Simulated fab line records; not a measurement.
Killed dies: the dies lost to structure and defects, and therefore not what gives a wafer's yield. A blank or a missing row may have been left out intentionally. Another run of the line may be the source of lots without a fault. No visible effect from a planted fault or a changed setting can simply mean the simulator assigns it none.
Chamber matching + flow n5_finfet + N5_DUMMY_GATE_ETCH_44 on rie_si-05 has 4 sister chambers
The step etches poly-Si in HBr/O2, stops on SiO2, target depth 127.5 nm. 18 wafers are shown with their chamber, then 9 later ones without.

WAFERS WITH THEIR CHAMBER
| wafer  | chamber | drypump_motor_current_A (A) | throttle_valve_pct (%) | he_backside_leak_sccm (sccm) |
|--------|---------|-----------------------------|------------------------|------------------------------|
| L074.1 | 2       | 5.1                         | 18.24                  | 2.4                          |
| L074.5 | 3       | 5.1                         | 18.80                  | 3.5                          |
| L074.6 | 2       | 5.1                         | 18.24                  | 2.6                          |
| L075.2 | 2       | 5.1                         | 18.24                  | 2.6                          |
| L075.4 | 0       | 4.9                         | 18.32                  | 2.9                          |
| L075.6 | 0       | 4.9                         | 18.32                  | 2.9                          |
| L080.1 | 2       | 5.1                         | 18.26                  | 2.6                          |
| L080.3 | 0       | 4.9                         | 18.32                  | 2.8                          |
| L080.6 | 0       | 4.9                         | 18.34                  | 2.9                          |
| L081.2 | 1       | 5.9                         | 18.57                  | 3.1                          |
| L081.3 | 3       | 5.1                         | 18.78                  | 3.5                          |
| L081.5 | 2       | 5.1                         | 18.25                  | 2.5                          |
| L082.1 | 3       | 5.0                         | 18.79                  | 3.7                          |
| L082.2 | 1       | 5.9                         | 18.56                  | 2.8                          |
| L082.4 | 0       | 4.9                         | 18.33                  | 2.9                          |
| L083.1 | 1       | 5.9                         | 18.57                  | 2.8                          |
| L083.2 | 2       | 5.1                         | 18.25                  | 2.5                          |
| L083.4 | 0       | 4.9                         | 18.34                  | 2.8                          |

SIGNATURES, as means of the wafers listed above
| reading                 | chamber 0 | chamber 1 | chamber 2 | chamber 3 | scatter within a chamber |
|-------------------------|-----------|-----------|-----------|-----------|--------------------------|
| drypump_motor_current_A | 4.900     | 5.900     | 5.100     | 5.067     | 0.0218                   |
| throttle_valve_pct      | 18.3283   | 18.5667   | 18.2467   | 18.7900   | 0.0088                   |
| he_backside_leak_sccm   | 2.867     | 2.900     | 2.533     | 3.567     | 0.0976                   |
Rule: a wafer lies at a distance from a chamber equal to the root of the sum of squares, over the readings, of (its reading less the chamber's mean, divided by the reading's scatter). The wafer belongs to the nearest chamber; if the next one is less than 2 further off, it can't be placed. The scatter: take each reading less its chamber's mean, square it, sum over the shown wafers, divide by the number of wafers less the number of chambers, and take the root.

WAFERS WITHOUT THEIR CHAMBER
| wafer  | drypump_motor_current_A (A) | throttle_valve_pct (%) | he_backside_leak_sccm (sccm) |
|--------|-----------------------------|------------------------|------------------------------|
| L084.1 | 5.1                         | 18.78                  | 3.2                          |
| L084.2 | 5.9                         | 18.57                  | 2.7                          |
| L084.6 | 5.1                         | 18.80                  | 3.6                          |
| L092.3 | 5.1                         | 18.25                  | 2.6                          |
| L092.4 | 5.9                         | 18.57                  | 2.9                          |
| L092.6 | 5.1                         | 18.77                  | 3.4                          |
| L095.2 | 5.1                         | 18.26                  | 2.4                          |
| L095.3 | 4.9                         | 18.32                  | 2.9                          |
| L095.4 | 5.9                         | 18.56                  | 2.8                          |

CHAMBER TAKEN BY EACH
| wafer  | from the rows above | in truth |
|--------|---------------------|----------|
| L084.1 | 3                   | 3        |
| L084.2 | 1                   | 1        |
| L084.6 | 3                   | 3        |
| L092.3 | 2                   | 2        |
| L092.4 | 1                   | 1        |
| L092.6 | 3                   | 3        |
| L095.2 | 2                   | 2        |
| L095.3 | 0                   | 0        |
| L095.4 | 1                   | 1        |
Correct placement for 9 of the 9. Not placeable from these rows: 0. Wrongly placed: 0.
